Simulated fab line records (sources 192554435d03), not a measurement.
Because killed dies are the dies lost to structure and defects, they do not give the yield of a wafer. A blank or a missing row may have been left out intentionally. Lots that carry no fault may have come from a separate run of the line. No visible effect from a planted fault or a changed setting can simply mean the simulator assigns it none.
fab line records	flow n5Finfet
[record] lots = 9	wafers = 27	lastDay = 18
route steps=1938 shown BEOL_M2@915 BEOL_M4@1111 PASSIVATION@1936
lots untouched by any fault: they come from a run of this same line in which no faults occurred
startH: start of the lot's first displayed wafer, in hours after the record's first day	waitH: hours from the lot's prior step to this one	" the same as in the row above	L1.1+2: a single row standing in for several wafers	- no value, or no start was given	* or withheld: withheld	< > ~ a bound
route shown NAME@n: names a module that has steps shown in the file, with the first one's number in the route	usual: average and standard deviation across the fault-free wafers	same: alike in all rows	chamber/n: place in a boat	sites: readings site by site	_std_site: standard deviation across them	_edge_site: outer sites' mean less inner sites'	radiusMm: for every site, how far away it sits from the centre of the wafer	mask NAME#n: copy n	behind: the tool/chamber that last shaped the wafer	hold: reason for holding the lot/hours on hold/outcome of the hold	device: the n, p or np transistor that did not switch	end of line: the tests these same wafers got at the end of their route	for a step that has no rows: nothing shown but its recipe	killed: dies lost to structure and defects at the first sort, not the wafer's yield	map: the dies of a wafer, with x for killed, . for not killed, _ for no die there
set.NAME: the setting that was run; set.NAME@STEP: the one run at that earlier step	model.NAME: the simulator's own value behind a step, which no gauge read
steps of the route over a sample of lots; a table a step, a row a wafer
services: from which hour (startH, from the record's first day; less than 0 if before it) a tool's chamber was out of use, for how many hours, and why
[[steps]]
[step N5_BEOL_M2_ANNEAL_91]
[recipe] tempC = 400	timeS = 240	ambient = vacuum
[usual] heaterPowerW = 819/73
lot.wafer	tool	chamber	startH	waitH	heaterPowerW
L175.3	pvdSputter-01	-	140.14	0.0	704
L175.5	"	-	"	"	705
L175.6	"	-	"	"	810
L181.1	pvdSputter-03	-	179.81	0.0	772
L181.3	"	-	"	"	766
L181.6	"	-	"	"	763
L182.1	pvdSputter-01	-	184.74	0.0	759
L182.2	"	-	"	"	853
L182.5	"	-	"	"	833
L183.3	pvdSputter-02	-	185.90	0.0	946
L183.4	"	-	"	"	881
L183.6	"	-	"	"	957
L187.2	pvdSputter-02	-	210.93	0.0	892
L187.3	"	-	"	"	815
L187.5	"	-	"	"	810
L188.1	pvdSputter-01	-	217.75	0.0	724
L188.4	"	-	"	"	844
L188.5	"	-	"	"	699
L195.2	pvdSputter-01	-	270.04	0.0	707
L195.4	"	-	"	"	880
L195.5	"	-	"	"	853
L197.1	pvdSputter-01	-	291.81	0.0	700
L197.4	"	-	"	"	811
L197.5	"	-	"	"	702
L198.1	pvdSputter-02	-	294.03	0.0	812
L198.5	"	-	"	"	889
L198.6	"	-	"	"	960
[step N5_BEOL_M2_SPUTTER_92]
[recipe] material = Cu	targetThkA = 45	tempC = -20	chamberPressurePa = 0.07	powerW = withheld	timeS = 8.29
[usual] throttleValvePct = 29.8/0.95
lot.wafer	tool	chamber	startH	waitH	throttleValvePct
L175.3	pvdSputter-01	-	140.28	0.1	28.9
L175.5	"	-	"	"	29.3
L175.6	"	-	"	"	29.7
L181.1	pvdSputter-03	-	179.95	0.1	30.0
L181.3	"	-	"	"	30.6
L181.6	"	-	"	"	30.0
L182.1	pvdSputter-01	-	184.88	0.1	30.5
L182.2	"	-	"	"	30.4
L182.5	"	-	"	"	29.3
L183.3	pvdSputter-02	-	186.04	0.1	28.3
L183.4	"	-	"	"	30.0
L183.6	"	-	"	"	28.4
L187.2	pvdSputter-02	-	211.07	0.1	30.2
L187.3	"	-	"	"	28.0
L187.5	"	-	"	"	31.3
L188.1	pvdSputter-01	-	217.89	0.1	30.4
L188.4	"	-	"	"	30.4
L188.5	"	-	"	"	29.2
L195.2	pvdSputter-01	-	270.18	0.1	29.0
L195.4	"	-	"	"	30.2
L195.5	"	-	"	"	30.2
L197.1	pvdSputter-01	-	291.95	0.1	29.1
L197.4	"	-	"	"	29.6
L197.5	"	-	"	"	28.9
L198.1	pvdSputter-02	-	294.17	0.1	31.3
L198.5	"	-	"	"	30.0
L198.6	"	-	"	"	28.6
[step N5_BEOL_M2_SPUTTER_96]
[recipe] material = Cu	targetThkA = 45	tempC = -20	chamberPressurePa = 0.07	powerW = withheld	timeS = 8.29
[usual] throttleValvePct = 29.8/0.95
lot.wafer	tool	chamber	startH	waitH	throttleValvePct
L175.3	pvdSputter-01	-	140.72	0.1	29.3
L175.5	"	-	"	"	29.3
L175.6	"	-	"	"	29.0
L181.1	pvdSputter-03	-	180.39	0.1	29.8
L181.3	"	-	"	"	30.8
L181.6	"	-	"	"	30.1
L182.1	pvdSputter-01	-	185.32	0.1	30.6
L182.2	"	-	"	"	30.3
L182.5	"	-	"	"	29.2
L183.3	pvdSputter-02	-	186.48	0.1	28.2
L183.4	"	-	"	"	30.1
L183.6	"	-	"	"	28.5
L187.2	pvdSputter-02	-	211.51	0.1	29.6
L187.3	"	-	"	"	28.0
L187.5	"	-	"	"	31.1
L188.1	pvdSputter-01	-	218.33	0.1	30.4
L188.4	"	-	"	"	30.2
L188.5	"	-	"	"	29.2
L195.2	pvdSputter-01	-	270.62	0.1	29.0
L195.4	"	-	"	"	30.2
L195.5	"	-	"	"	30.2
L197.1	pvdSputter-01	-	292.39	0.1	29.2
L197.4	"	-	"	"	29.3
L197.5	"	-	"	"	29.1
L198.1	pvdSputter-02	-	294.61	0.1	31.3
L198.5	"	-	"	"	29.9
L198.6	"	-	"	"	28.5
[step N5_BEOL_M2_CMP_52]
[recipe] stopOn = SiOC	tOverpolishS = 6.8	downForcePsi = 1	platenRpm = 50	clearingPlatenDownForcePsi = 1.5	clearingPlatenRpm = 50	postCmpClean = cuAlkaline	targetThkNm = 40	clearingPlatenPadVelocityMS = 0.99484	padVelocityMS = 0.99484
[usual] barrierFieldEndpointS = 24.8/0.71	motorCurrentA = 5.9/0.43	overpolishRunS = 6.802/0.0092	timeToEndpointS = 64/4.3
lot.wafer	tool	chamber	startH	waitH	barrierFieldEndpointS	motorCurrentA	overpolishRunS	timeToEndpointS
L175.3	cmp-01	0	141.25	0.2	26.3	5.6	6.805	68
L175.6	"	3	"	"	24.6	5.3	6.811	59
L175.5	"	0	"	"	25.7	5.6	6.806	65
L181.1	cmp-01	1	180.98	0.3	24.5	5.0	6.795	61
L181.3	"	2	"	"	25.0	5.6	6.795	61
L181.6	"	0	"	"	25.7	5.8	6.795	66
L182.2	cmp-01	3	185.83	0.2	23.3	5.4	6.797	60
L182.1	"	1	"	"	41.1	5.4	0.044	82
L182.5	"	0	"	"	41.1	5.5	0.041	82
L183.3	cmp-03	3	187.24	0.2	24.0	6.7	6.806	58
L183.4	"	2	"	"	23.5	6.0	6.804	56
L183.6	"	0	"	"	25.6	6.6	6.806	67
L187.3	cmp-01	2	212.04	0.2	24.7	5.5	6.795	65
L187.2	"	0	"	"	24.9	5.5	6.808	72
L187.5	"	2	"	"	41.1	5.7	0.043	82
L188.1	cmp-03	3	218.86	0.3	23.5	6.4	6.794	58
L188.4	"	0	"	"	25.0	6.0	6.788	68
L188.5	"	2	"	"	24.1	6.4	6.801	57
L195.4	cmp-03	1	271.19	0.2	24.4	5.6	6.806	61
L195.2	"	2	"	"	25.3	6.2	6.805	64
L195.5	"	3	"	"	25.3	6.4	6.802	63
L197.1	cmp-04	3	293.25	0.3	24.0	6.2	6.812	64
L197.4	"	0	"	"	24.6	6.1	6.815	62
L197.5	"	2	"	"	24.5	6.2	6.814	65
L198.1	cmp-01	3	295.22	0.4	23.5	5.3	6.805	60
L198.6	"	0	"	"	26.5	5.7	6.792	72
L198.5	"	1	"	"	24.9	5.0	6.800	67
[step N5_BEOL_M2_THK_MEAS_53]
[recipe] thkMeasGauge = xrf	reads = Cu_of_BEOL_M2_ECD_50
[usual] M2_THK = 40.6/1.7
lot.wafer	tool	chamber	startH	waitH	M2_THK[nm]
L175.3	filmMetro-02	-	141.51	-	41.0
L175.5	"	-	"	"	44.2
L175.6	"	-	"	"	39.4
L181.1	filmMetro-01	-	181.23	-	39.3
L181.3	"	-	"	"	39.8
L181.6	"	-	"	"	39.4
L182.1	filmMetro-02	-	186.12	-	144.1
L182.2	"	-	"	"	39.2
L182.5	"	-	"	"	143.2
L183.3	filmMetro-01	-	187.53	-	41.8
L183.4	"	-	"	"	37.4
L183.6	"	-	"	"	40.7
L187.2	filmMetro-02	-	212.30	-	40.4
L187.3	"	-	"	"	40.8
L187.5	"	-	"	"	144.7
L188.1	filmMetro-01	-	219.12	-	38.4
L188.4	"	-	"	"	43.0
L188.5	"	-	"	"	41.1
L195.2	filmMetro-01	-	271.41	-	38.3
L195.4	"	-	"	"	42.9
L195.5	"	-	"	"	38.6
L197.1	filmMetro-01	-	293.51	-	45.3
L197.4	"	-	"	"	37.9
L197.5	"	-	"	"	42.0
L198.1	filmMetro-02	-	295.40	-	41.8
L198.5	"	-	"	"	39.2
L198.6	"	-	"	"	43.4
[step N5_BEOL_M2_INSPECT_59]
[recipe] inspectInstrument = darkfield	mode = postDep
[usual] rawDefectCount = 69/22
lot.wafer	tool	chamber	startH	waitH	rawDefectCount
L175.3	defectInspect-01	-	141.84	0.0	52
L175.5	"	-	"	"	55
L175.6	"	-	"	"	44
L181.1	defectInspect-01	-	181.52	0.0	80
L181.3	"	-	"	"	70
L181.6	"	-	"	"	60
L182.1	defectInspect-02	-	186.41	0.0	5808
L182.2	"	-	"	"	78
L182.5	"	-	"	"	5783
L183.3	defectInspect-01	-	187.82	0.0	48
L183.4	"	-	"	"	77
L183.6	"	-	"	"	54
L187.2	defectInspect-01	-	212.61	0.0	52
L187.3	"	-	"	"	52
L187.5	"	-	"	"	5868
L188.1	defectInspect-01	-	219.44	0.0	41
L188.4	"	-	"	"	32
L188.5	"	-	"	"	85
L195.2	defectInspect-02	-	271.69	0.0	56
L195.4	"	-	"	"	74
L195.5	"	-	"	"	53
L197.1	defectInspect-02	-	293.79	0.0	142
L197.4	"	-	"	"	54
L197.5	"	-	"	"	86
L198.1	defectInspect-02	-	295.69	0.0	53
L198.5	"	-	"	"	60
L198.6	"	-	"	"	73
[step N5_BEOL_M4_RC_MEAS_101]
[usual] DIBL_N = 36.0/2.5	DIBL_P = 36.7/3	IOFF_N = 0.16/0.043	IOFF_P = 0.21/0.049	ION_N = 673/15	ION_P = 461/9.8	SS_N = 71.5/0.83	SS_P = 73.4/0.83	VT_N = 250/4	VT_P = -251/4
lot.wafer	tool	chamber	startH	waitH	DIBL_N[mV/V]	DIBL_P[mV/V]	IOFF_N[nA/um]	IOFF_P[nA/um]	ION_N[uA/um]	ION_P[uA/um]	SS_N[mV/dec]	SS_P[mV/dec]	VT_N[mV]	VT_P[mV]
L175.3	prober-01	0	161.37	0.3	32.1	33.7	0.12	0.18	657	456	70.5	72.6	254	-254
L175.5	"	0	"	"	33.0	33.8	0.14	0.18	671	459	71.7	72.8	254	-254
L175.6	"	0	"	"	31.8	33.3	0.12	0.17	663	459	70.7	72.1	252	-250
L181.1	prober-01	0	199.92	0.0	34.7	36.8	0.13	0.22	668	469	71.1	74.0	250	-248
L181.3	"	0	"	"	39.3	41.9	0.24	0.32	697	476	72.0	74.6	244	-243
L181.6	"	0	"	"	35.2	37.8	0.14	0.23	660	461	70.2	74.2	253	-248
L182.2	prober-02	0	212.83	0.2	31.6	34.5	0.12	0.16	651	453	70.9	72.6	252	-254
L183.3	prober-01	0	216.36	0.3	38.4	38.0	0.19	0.23	673	462	72.0	74.1	252	-251
L183.4	"	0	"	"	35.0	35.9	0.13	0.19	665	456	71.3	73.1	254	-253
L183.6	"	0	"	"	36.9	38.2	0.16	0.23	664	460	72.0	74.3	252	-250
L187.2	prober-02	0	237.25	0.2	34.1	31.5	0.12	0.19	685	473	70.1	72.6	253	-250
L187.3	"	0	"	"	34.7	31.4	0.11	0.18	651	455	71.0	72.2	256	-248
L188.1	prober-01	0	239.40	0.0	38.9	38.3	0.19	0.23	687	462	72.6	74.1	248	-250
L188.4	"	0	"	"	33.3	32.8	0.10	0.16	648	446	70.9	72.7	258	-253
L188.5	"	0	"	"	36.2	35.1	0.14	0.18	654	446	72.4	73.5	253	-251
L195.2	prober-01	0	296.14	0.2	37.2	38.7	0.19	0.26	677	464	71.9	73.6	248	-248
L195.4	"	0	"	"	33.4	33.9	0.13	0.19	662	463	70.9	72.9	253	-250
L195.5	"	0	"	"	34.2	34.3	0.15	0.20	682	472	71.5	72.6	246	-249
L197.1	prober-01	0	319.88	0.0	36.6	39.2	0.19	0.24	694	479	70.8	73.8	242	-249
L197.4	"	0	"	"	35.8	38.0	0.16	0.21	684	469	71.7	73.5	248	-251
L197.5	"	0	"	"	35.0	36.9	0.14	0.20	669	461	71.0	73.1	252	-250
L198.1	prober-01	0	325.33	0.0	35.6	36.6	0.14	0.17	672	454	71.1	72.9	252	-256
L198.5	"	0	"	"	37.2	38.3	0.17	0.19	683	463	71.8	73.6	251	-254
L198.6	"	0	"	"	35.3	36.1	0.13	0.16	650	445	70.9	73.2	254	-258
[step N5_PASSIVATION_PROBE_49]
[usual] defectLimitedYield = 91.1/1.5	killed_at_M0_to_M3 = 37/11	killed_at_M4_up = 13/5.6	killedAtContacts = 12/5.6	killedAtFrontEnd = 39/11	killedAtOther = 4/3.1	killedDies = 105/18	killedOnRim = 14/3.8	killedOpen = 69/13	killedShort = 35/7.4	sort_bin_5_function = 5.1/0.92	sort_bin_6_memory = 3.4/0.76	sort_bin_8_speed = 0.02/0.11	sortNPass = 1075/18	sortYieldPct = 91.1/1.5
[same] grossDies = 1180	killedAtBackSide = 0	sort_bin_4_leakage[%] = 0
lot.wafer	tool	chamber	startH	waitH	defectLimitedYield[%]	killed_at_M0_to_M3	killed_at_M4_up	killedAtContacts	killedAtFrontEnd	killedAtOther	killedDies	killedOnRim	killedOpen	killedShort	sort_bin_5_function[%]	sort_bin_6_memory[%]	sort_bin_8_speed[%]	sortNPass	sortYieldPct[%]
L175.3	prober-01	-	264.53	0.1	91.6	33	13	12	37	4	99	8	61	36	4.5	3.6	0.08	1081	91.6
L175.5	prober-01	-	264.63	0.2	91.4	38	15	19	29	1	102	11	55	47	4.5	3.3	0	1078	91.4
L175.6	prober-01	-	264.68	0.3	89.9	51	17	13	37	1	119	13	82	37	5.4	4.0	0	1061	89.9
L181.1	prober-01	-	301.72	0.0	89.0	44	11	10	59	6	130	15	86	42	6.7	4.1	0	1050	89.0
L181.3	prober-01	-	301.82	0.1	90.3	38	18	8	44	6	114	16	70	42	5.8	3.5	0	1066	90.3
L181.6	prober-01	-	301.97	0.3	90.3	32	13	12	48	9	114	13	65	47	5.3	4.2	0	1066	90.3
L182.1	prober-02	-	310.29	0.0	0	1121	10	15	31	3	1180	152	60	22	4.5	2.4	0	0	0
L182.2	prober-02	-	310.34	0.1	91.9	26	16	19	33	1	95	13	62	33	5.0	2.5	0	1085	91.9
L182.5	prober-02	-	310.49	0.2	0	1112	14	14	39	1	1180	152	64	33	4.8	3.1	0	0	0
L183.3	prober-02	-	324.51	0.1	88.1	50	22	26	37	6	141	15	108	32	7.5	4.2	0	1039	88.1
L183.4	prober-02	-	324.56	0.2	89.6	39	16	8	59	1	123	17	80	43	5.5	4.5	0	1057	89.6
L183.6	prober-02	-	324.66	0.3	92.2	31	7	10	41	3	92	12	60	31	4.9	2.6	0	1088	92.2
L187.2	prober-01	-	344.24	0.1	94.1	28	8	3	25	6	70	10	46	23	3.0	2.7	0	1110	94.1
L187.3	prober-01	-	344.29	0.1	94.2	25	2	4	28	9	68	6	37	31	3.4	2.2	0	1112	94.2
L187.5	prober-01	-	344.39	0.2	0	1128	7	8	33	4	1180	152	73	28	5.0	3.5	0	0	0
L188.1	prober-01	-	354.93	0.0	91.3	30	17	9	39	8	103	14	64	39	5.7	2.7	0	1077	91.3
L188.4	prober-01	-	355.08	0.2	93.4	24	12	10	28	4	78	14	46	32	3.9	2.4	0.17	1100	93.2
L188.5	prober-01	-	355.13	0.2	93.9	18	16	13	22	3	72	8	51	21	3.6	2.2	0	1108	93.9
L195.2	prober-02	-	406.93	0.1	91.1	32	33	9	30	1	105	15	67	34	5.3	3.3	0	1075	91.1
L195.4	prober-02	-	407.03	0.2	90.9	38	20	9	37	3	107	11	77	29	5.9	3.1	0	1073	90.9
L195.5	prober-02	-	407.08	0.2	91.4	44	20	4	27	6	101	19	68	32	5.1	3.3	0	1079	91.4
L197.1	prober-02	-	422.67	0.0	88.8	43	14	11	62	2	132	16	90	42	5.9	5.2	0	1048	88.8
L197.4	prober-02	-	422.82	0.2	88.7	47	31	10	45	0	133	17	91	42	5.8	5.0	0	1047	88.7
L197.5	prober-02	-	422.87	0.2	89.3	49	15	5	54	3	126	16	83	41	6.4	3.7	0	1054	89.3
L198.1	prober-02	-	433.20	0.0	90.0	42	13	9	53	1	118	15	77	41	6.6	3.0	0	1062	90.0
L198.5	prober-02	-	433.40	0.2	89.1	52	10	9	56	2	129	10	86	40	5.6	4.8	0	1051	89.1
L198.6	prober-02	-	433.45	0.3	88.1	60	20	10	49	1	140	17	88	51	5.8	5.7	0	1040	88.1
// killed by level:class
L175.3 BEOL_M3:geometricParticle:open=10 MOL_CONTACT_COAG:geometricParticle:open=8 FIN_SAQP:geometricParticle:open=6 FIN_SAQP:geometricParticle:short=6 BEOL_M4:geometricParticle:open=6 BEOL_M0_SAQP:geometricParticle:short=5 BEOL_M0_SAQP:geometricParticle:open=5 STARTING-WAFER:geometricParticle:short=5
L175.5 BEOL_M0_SAQP:geometricParticle:short=15 MOL_CONTACT_COAG:geometricParticle:open=12 MOL_CONTACT_COAG:geometricParticle:short=7 BEOL_M3:geometricParticle:open=7 FIN_SAQP:geometricParticle:short=6 BEOL_M0_SAQP:geometricParticle:open=6 FIN_SAQP:geometricParticle:open=5 GATE_CUT:geometricParticle:short=4
L175.6 BEOL_M0_SAQP:geometricParticle:open=13 BEOL_M3:geometricParticle:open=12 MOL_CONTACT_COAG:geometricParticle:open=11 FIN_SAQP:geometricParticle:open=10 BEOL_M0_SAQP:geometricParticle:short=10 BEOL_M4:geometricParticle:open=7 FIN_SAQP:geometricParticle:short=6 GATE_CUT:geometricParticle:short=6
L181.1 STI_FIN_REVEAL:geometricParticle:open=16 FIN_SAQP:geometricParticle:open=15 FIN_SAQP:geometricParticle:short=12 BEOL_M0_SAQP:geometricParticle:open=12 BEOL_M0_SAQP:geometricParticle:short=10 BEOL_M3:geometricParticle:open=9 MOL_CONTACT_COAG:geometricParticle:open=7 GATE_CUT:geometricParticle:short=5
L181.3 FIN_SAQP:geometricParticle:short=15 BEOL_M2:geometricParticle:open=13 FIN_SAQP:geometricParticle:open=9 STI_FIN_REVEAL:geometricParticle:open=9 BEOL_M0_SAQP:geometricParticle:short=7 MOL_CONTACT_COAG:geometricParticle:open=6 BEOL_M0_SAQP:geometricParticle:open=6 DUMMY_GATE:geometricParticle:open=4
L181.6 FIN_SAQP:geometricParticle:short=19 FIN_SAQP:geometricParticle:open=10 MOL_CONTACT_COAG:geometricParticle:open=10 BEOL_M0_SAQP:geometricParticle:open=9 BEOL_M0_SAQP:geometricParticle:short=6 BEOL_M3:geometricParticle:open=6 MIM_TOP_ETCH:geometricParticle:short=5 GATE_CUT:geometricParticle:short=4
L182.1 BEOL_M2:areaCmp=1097 MOL_CONTACT_COAG:geometricParticle:open=11 STI_FIN_REVEAL:geometricParticle:open=10 BEOL_M0_SAQP:geometricParticle:short=7 BEOL_M0_SAQP:geometricParticle:open=7 BEOL_M4:geometricParticle:open=7 FIN_SAQP:geometricParticle:open=5 BEOL_M2:geometricParticle:open=5
L182.2 MOL_CONTACT_COAG:geometricParticle:open=11 MOL_CONTACT_COAG:geometricParticle:short=8 BEOL_M4:geometricParticle:open=8 STI_FIN_REVEAL:geometricParticle:open=7 DUMMY_GATE:geometricParticle:open=7 FIN_SAQP:geometricParticle:open=6 BEOL_M3:geometricParticle:open=6 BEOL_M1:geometricParticle:open=5
L182.5 BEOL_M2:areaCmp=1083 STI_FIN_REVEAL:geometricParticle:open=14 FIN_SAQP:geometricParticle:short=9 MOL_CONTACT_COAG:geometricParticle:open=9 BEOL_M3:geometricParticle:open=8 DUMMY_GATE:geometricParticle:open=5 MOL_CONTACT_COAG:geometricParticle:short=5 BEOL_M0_SAQP:geometricParticle:short=5
L183.3 MOL_CONTACT_COAG:geometricParticle:open=19 STI_FIN_REVEAL:geometricParticle:open=16 BEOL_M4:geometricParticle:open=13 BEOL_M0_SAQP:geometricParticle:open=13 BEOL_M0_SAQP:geometricParticle:short=13 BEOL_M3:geometricParticle:open=9 BEOL_M1:geometricParticle:open=8 MOL_CONTACT_COAG:geometricParticle:short=7
L183.4 STI_FIN_REVEAL:geometricParticle:open=26 BEOL_M0_SAQP:geometricParticle:open=13 BEOL_M0_SAQP:geometricParticle:short=9 ILD0:geometricParticle:short=7 BEOL_M1:geometricParticle:open=6 MOL_CONTACT_COAG:geometricParticle:open=5 BEOL_M0:geometricParticle:open=5 STARTING-WAFER:geometricParticle:short=5
L183.6 STI_FIN_REVEAL:geometricParticle:open=16 BEOL_M1:geometricParticle:open=14 MOL_CONTACT_COAG:geometricParticle:open=7 BEOL_M0_SAQP:geometricParticle:short=6 GATE_CUT:geometricParticle:short=4 BEOL_M0_SAQP:geometricParticle:open=4 STARTING-WAFER:geometricParticle:open=4 FIN_SAQP:geometricParticle:open=3
L187.2 BEOL_M2:geometricParticle:open=9 BEOL_M0_SAQP:geometricParticle:open=6 BEOL_M2:geometricParticle:short=5 STI_FIN_REVEAL:geometricParticle:open=4 ILD0:geometricParticle:open=4 GATE_CUT:geometricParticle:open=4 FIN_SAQP:geometricParticle:short=3 ILD0:geometricParticle:short=3
L187.3 BEOL_M0_SAQP:geometricParticle:short=10 FIN_SAQP:geometricParticle:short=5 STI_FIN_REVEAL:geometricParticle:open=5 GATE_CUT:geometricParticle:short=5 BEOL_M3:geometricParticle:open=4 DUMMY_GATE:geometricParticle:open=3 MOL_CONTACT_COAG:geometricParticle:open=3 BEOL_M0_SAQP:geometricParticle:open=3
L187.5 BEOL_M2:areaCmp=1079 BEOL_M0_SAQP:geometricParticle:open=15 BEOL_M0_SAQP:geometricParticle:short=12 DUMMY_GATE:geometricParticle:open=11 BEOL_M0:geometricParticle:open=7 BEOL_M2:geometricParticle:open=7 STI_FIN_REVEAL:geometricParticle:open=6 MOL_CONTACT_COAG:geometricParticle:open=6
L188.1 FIN_SAQP:geometricParticle:short=10 FIN_SAQP:geometricParticle:open=10 BEOL_M4:geometricParticle:open=10 BEOL_M0_SAQP:geometricParticle:short=8 BEOL_M0_SAQP:geometricParticle:open=6 MOL_CONTACT_COAG:geometricParticle:short=5 BEOL_M3:geometricParticle:open=5 STARTING-WAFER:geometricParticle:open=5
L188.4 MOL_CONTACT_COAG:geometricParticle:open=7 BEOL_M0_SAQP:geometricParticle:open=5 BEOL_M1:geometricParticle:open=5 FIN_SAQP:geometricParticle:short=4 FIN_SAQP:geometricParticle:open=4 BEOL_M0_SAQP:geometricParticle:short=4 BEOL_M5:geometricParticle:open=4 DUMMY_GATE:geometricParticle:open=3
L188.5 MOL_CONTACT_COAG:geometricParticle:open=11 BEOL_M4:geometricParticle:open=7 BEOL_M1:geometricParticle:open=7 STI_FIN_REVEAL:geometricParticle:open=6 BEOL_M0_SAQP:geometricParticle:short=4 FIN_SAQP:geometricParticle:open=3 BEOL_M3:geometricParticle:open=3 BEOL_M6:geometricParticle:open=3
L195.2 BEOL_M4:geometricParticle:open=18 BEOL_M0_SAQP:geometricParticle:short=8 FIN_SAQP:geometricParticle:short=7 FIN_SAQP:geometricParticle:open=7 STI_FIN_REVEAL:geometricParticle:open=7 BEOL_M0_SAQP:geometricParticle:open=7 BEOL_M4:geometricParticle:short=6 MOL_CONTACT_COAG:geometricParticle:open=5
L195.4 BEOL_M1:geometricParticle:open=17 BEOL_M4:geometricParticle:open=15 FIN_SAQP:geometricParticle:short=8 MOL_CONTACT_COAG:geometricParticle:open=6 STI_FIN_REVEAL:geometricParticle:open=6 DUMMY_GATE:geometricParticle:open=6 BEOL_M0_SAQP:geometricParticle:short=5 BEOL_M0_SAQP:geometricParticle:open=5
L195.5 BEOL_M4:geometricParticle:open=10 BEOL_M0_SAQP:geometricParticle:open=9 FIN_SAQP:geometricParticle:open=8 BEOL_M1:geometricParticle:open=8 FIN_SAQP:geometricParticle:short=7 BEOL_M3:geometricParticle:open=7 BEOL_M0_SAQP:geometricParticle:short=6 BEOL_M2:geometricParticle:open=6
L197.1 STI_FIN_REVEAL:geometricParticle:open=18 FIN_SAQP:geometricParticle:open=16 FIN_SAQP:geometricParticle:short=10 BEOL_M0_SAQP:geometricParticle:open=10 BEOL_M0_SAQP:geometricParticle:short=9 MOL_CONTACT_COAG:geometricParticle:open=8 BEOL_M2:geometricParticle:open=7 STI_FIN_REVEAL:geometricParticle:short=5
L197.4 BEOL_M4:geometricParticle:open=14 BEOL_M0_SAQP:geometricParticle:open=13 FIN_SAQP:geometricParticle:short=11 FIN_SAQP:geometricParticle:open=11 STI_FIN_REVEAL:geometricParticle:open=9 BEOL_M2:geometricParticle:open=8 BEOL_M5:geometricParticle:open=8 MOL_CONTACT_COAG:geometricParticle:open=7
L197.5 FIN_SAQP:geometricParticle:open=17 FIN_SAQP:geometricParticle:short=13 BEOL_M1:geometricParticle:open=11 BEOL_M2:geometricParticle:open=9 BEOL_M0_SAQP:geometricParticle:open=6 BEOL_M3:geometricParticle:open=6 BEOL_M4:geometricParticle:open=6 BEOL_M0_SAQP:geometricParticle:short=5
L198.1 FIN_SAQP:geometricParticle:open=14 BEOL_M0_SAQP:geometricParticle:short=12 BEOL_M0_SAQP:geometricParticle:open=11 FIN_SAQP:geometricParticle:short=9 BEOL_M3:geometricParticle:open=9 STI_FIN_REVEAL:geometricParticle:open=6 DUMMY_GATE:geometricParticle:open=6 GATE_CUT:geometricParticle:short=6
L198.5 FIN_SAQP:geometricParticle:open=18 STI_FIN_REVEAL:geometricParticle:open=13 BEOL_M0_SAQP:geometricParticle:open=13 BEOL_M0_SAQP:geometricParticle:short=13 BEOL_M3:geometricParticle:open=8 FIN_SAQP:geometricParticle:short=7 MOL_CONTACT_COAG:geometricParticle:open=7 BEOL_M2:geometricParticle:open=6
L198.6 BEOL_M0_SAQP:geometricParticle:open=18 FIN_SAQP:geometricParticle:short=12 BEOL_M0_SAQP:geometricParticle:short=12 BEOL_M3:geometricParticle:open=11 BEOL_M1:geometricParticle:open=10 FIN_SAQP:geometricParticle:open=9 STI_FIN_REVEAL:geometricParticle:open=8 BEOL_M4:geometricParticle:open=7
[[services]]
tool	chamber	startH	hours	kind
cmp-01	-	118.43	9.1	pm
cmp-03	-	152.50	1.3	repair
cmp-01	-	199.59	4.0	pm
cmp-01	-	203.59	-	consumableReplace:conditioner
cmp-01	-	203.59	-	consumableReplace:pad
cmp-04	-	226.17	0.8	repair
cmp-03	-	230.95	1.3	repair
cmp-04	-	247.55	1.4	repair
cmp-01	-	252.12	1.1	repair
cmp-04	-	277.06	6.8	pm
cmp-01	-	288.05	0.5	repair
[[key]]
[firstSign] step = N5_BEOL_M2_CMP_52	reading = overpolishRunS	direction = down	sigmas = 99+	usual = 6.802	struck = 0.042
[effect] step = N5_BEOL_M2_CMP_52	reading = barrierFieldEndpointS	direction = up	sigmas = 23	usual = 24.8	struck = 41.1
[effect] step = N5_BEOL_M2_THK_MEAS_53	reading = M2_THK	direction = up	sigmas = 60	usual = 40.6	struck = 144.0
[effect] step = N5_BEOL_M2_INSPECT_59	reading = rawDefectCount	direction = up	sigmas = 99+	usual = 69	struck = 5820
[effect] step = N5_PASSIVATION_PROBE_49	reading = killed_at_M0_to_M3	direction = up	sigmas = 99	usual = 37	struck = 1120
[moreKillsBornAt] N5_BEOL_M2_CMP_52@cmp-01 = 3259
metAt N5_BEOL_M2_CMP_52
struckLots L182,L187
struckWafers L182.1,L182.5,L187.5
laterRowsLeftOut L182.1,L182.5,L187.5
notActingAt N5_BEOL_M2_ANNEAL_91,N5_BEOL_M2_SPUTTER_92,N5_BEOL_M2_SPUTTER_96
onsetBetween 180.98 185.83
[fault] kind = processParameterDrift	tool = cmp-01	chamber = -	onsetH = 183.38	steps = N5_BEOL_M2_CMP_52	channel = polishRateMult	offset = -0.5	shape = step	endH = 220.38	scope = struckWafersOnly
// laterRowsLeftOut: the simulator's readings of these wafers behind a module that went badly wrong aren't trusted and aren't shown, but for the sort
